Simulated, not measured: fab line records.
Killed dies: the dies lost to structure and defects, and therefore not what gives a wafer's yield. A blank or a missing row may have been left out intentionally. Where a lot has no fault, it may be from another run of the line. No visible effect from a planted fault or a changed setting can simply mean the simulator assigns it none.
A lot that was struck, set against a sound lot :: flow n5_finfet :: 37 steps out of a route of 1938
Sound: the wafers L851.1, L851.2, L851.6. Wafers L862.2, L862.3, L862.6 were the ones struck. The cause is named last.
Per side, at each step with rows, come the tool, then ch with its chambers, and then its first start. Under that, the readings that differ: sound wafers :: struck wafers :: difference of the means :: sigmas: that difference in standard deviations of wafers without a fault.
alike: readings with means less than 2 such deviations apart, plus words and numbers identical on both sides. not compared: withheld readings, readings lacking a value on some wafer, bounds such as >300 that could conceal the same value, and numbers that have no deviation in the record and whose values overlap.
The two part at a step that has a row with sigmas, a row that says differs or no value, or rows on one side only. Numbers that don't overlap but have no deviation are shown without sigmas and don't part them. Lack of a reading on every wafer of one side parts them only where that side has two or more wafers.

first, 9 steps without rows for these wafers: N5_BEOL_M4_ANNEAL_95 (time 240 s); N5_BEOL_M4_SPUTTER_96 (material Cu, target thk 4.5 nm, time 8.29 s); N5_BEOL_M4_ECD_50 (material Cu, target thk 300 nm); N5_BEOL_M4_ANNEAL_51 (time 90 s); N5_BEOL_M4_CMP_52 (polishes, stops on SiOC, t overpolish 6.8 s, target thk 40 nm); N5_BEOL_M4_PRE_CLEAN_60 (time 15 s); N5_BEOL_M4_CO_CAP_55 (material Co, precursor CCTBA/H2, target thk 2 nm, time 102.1 s); N5_BEOL_M4_PRE_CLEAN_56 (time 15 s); N5_BEOL_M4_DEP_57 (deposits SiCN from 3MS/NH3, target thk 8 nm, time 14 s).
N5_BEOL_M4_RC_MEAS_101:
  sound on prober-02 ch 0, day 9 08:45; struck on prober-01 ch 0, day 11 19:49
  alike: DIBL_N, DIBL_P, IOFF_N, IOFF_P, ION_N, ION_P, SS_N, SS_P, VT_N, VT_P
then, 24 steps without rows for these wafers: N5_BEOL_M5_ILD_DEP_00 (deposits SiCOH lowk from DEMS/porogen, target thk 140.64 nm, time 25.9 s); N5_BEOL_M5_CURE_79 (cures SiCOH lowk, time 240 s); N5_BEOL_M5_PECVD_70 (deposits SiO2 from TEOS/O2, target thk 16 nm, time 18 s); N5_BEOL_M5_HM_DEP_02 (deposits TiN, target thk 20 nm); N5_BEOL_M5_COAT_59 (time 60 s, resist thk 60 nm); N5_BEOL_M5_COAT_60 (time 60 s, resist thk 12 nm); N5_BEOL_M5_COAT_71 (time 60 s, resist thk 5 nm); N5_BEOL_M5_COAT_05 (resist thk 30 nm); N5_BEOL_M5_EBR_07; N5_BEOL_M5_SOFTBAKE_06 (time 60 s); N5_BEOL_M5_EXPOSE_08 (exposes mask M5, target cd 28 nm); N5_BEOL_M5_PEB_09 (peb time 60 s); N5_BEOL_M5_DEVELOP_10 (develop time 30 s); N5_BEOL_M5_DESCUM_16 (chemistry O2, time 7 s); N5_BEOL_M5_ETCH_72 (etches underlayer in N2/H2, target depth 6.5 nm, time 5.2 s); N5_BEOL_M5_ETCH_61 (etches SiARC in CF4, target depth 15.6 nm, time 26 s); N5_BEOL_M5_ETCH_62 (etches SOC in N2/H2, target depth 75 nm, overetch 15 nm, time 112.5 s); N5_BEOL_M5_STRIP_63 (strips in N2/H2); N5_BEOL_M5_STRIP_73 (strips in N2/H2); N5_BEOL_M5_STRIP_64 (strips in CF4); N5_BEOL_M5_HM_OPEN_17 (chemistry Cl2/BCl3, target TiN, target depth 20 nm, overetch 6 nm); N5_BEOL_M5_STRIP_19 (strips in O2); N5_BEOL_M5_COAT_65 (time 60 s, resist thk 60 nm); N5_BEOL_M5_COAT_66 (time 60 s, resist thk 12 nm).
N5_BEOL_M9_ECD_50: material Cu, target thk 318 nm.
  sound on ecd_cu-01 ch 0,1, day 11 02:49; struck on ecd_cu-01 ch 0, day 13 15:28
N5_BEOL_M9_CMP_52: polishes, stops on SiCOH lowk, t overpolish 7 s, target thk 140 nm.
  sound on cmp-04 ch 0,3, day 11 03:16; struck on cmp-03 ch 0,1,3, day 13 15:53
reading: time_to_endpoint_s (s)
sound: 63 63 59
struck: 1 4 2
difference: -59
sigmas: -18
  alike: edge_zone_pressure_frac, motor_current_A
  not compared: pad_life_wafers
-- the record jumps here: 2 days lie between the struck wafers' starts before and after (it left off in module BEOL_M9 and takes up again in module PASSIVATION, whose first step shown is number 1936 of the route) --
N5_PASSIVATION_PROBE_49:
  sound on prober-02 at day 13 14:25; struck on prober-02 at day 16 03:04
reading: defect_limited_yield (%)
sound: 89.0 94.1 92.7
struck: 0 0 0
difference: -92
sigmas: -61

reading: killed_at_M4_up
sound: 12 10 12
struck: 1100 1114 1086
difference: +1089
sigmas: +99 or more

reading: killed_dies
sound: 130 70 86
struck: 1180 1180 1180
difference: +1085
sigmas: +60

reading: killed_on_rim
sound: 17 9 7
struck: 152 152 152
difference: +141
sigmas: +30

reading: sort_bin_5_function (%)
sound: 6.4 3.8 4.1
struck: 96.3 96.7 96.2
difference: +91.6
sigmas: +94

reading: sort_n_pass
sound: 1050 1110 1094
struck: 0 0 0
difference: -1085
sigmas: -60

reading: sort_yield_pct (%)
sound: 89.0 94.1 92.7
struck: 0 0 0
difference: -92
sigmas: -61
  alike: killed_at_M0_to_M3, killed_at_contacts, killed_at_front_end, killed_at_other, killed_open, killed_short, sort_bin_6_memory

## WHERE THEY PART
Earliest at N5_BEOL_M9_CMP_52; latest, in this record, at N5_PASSIVATION_PROBE_49.

WHY: what had been put in by the simulator
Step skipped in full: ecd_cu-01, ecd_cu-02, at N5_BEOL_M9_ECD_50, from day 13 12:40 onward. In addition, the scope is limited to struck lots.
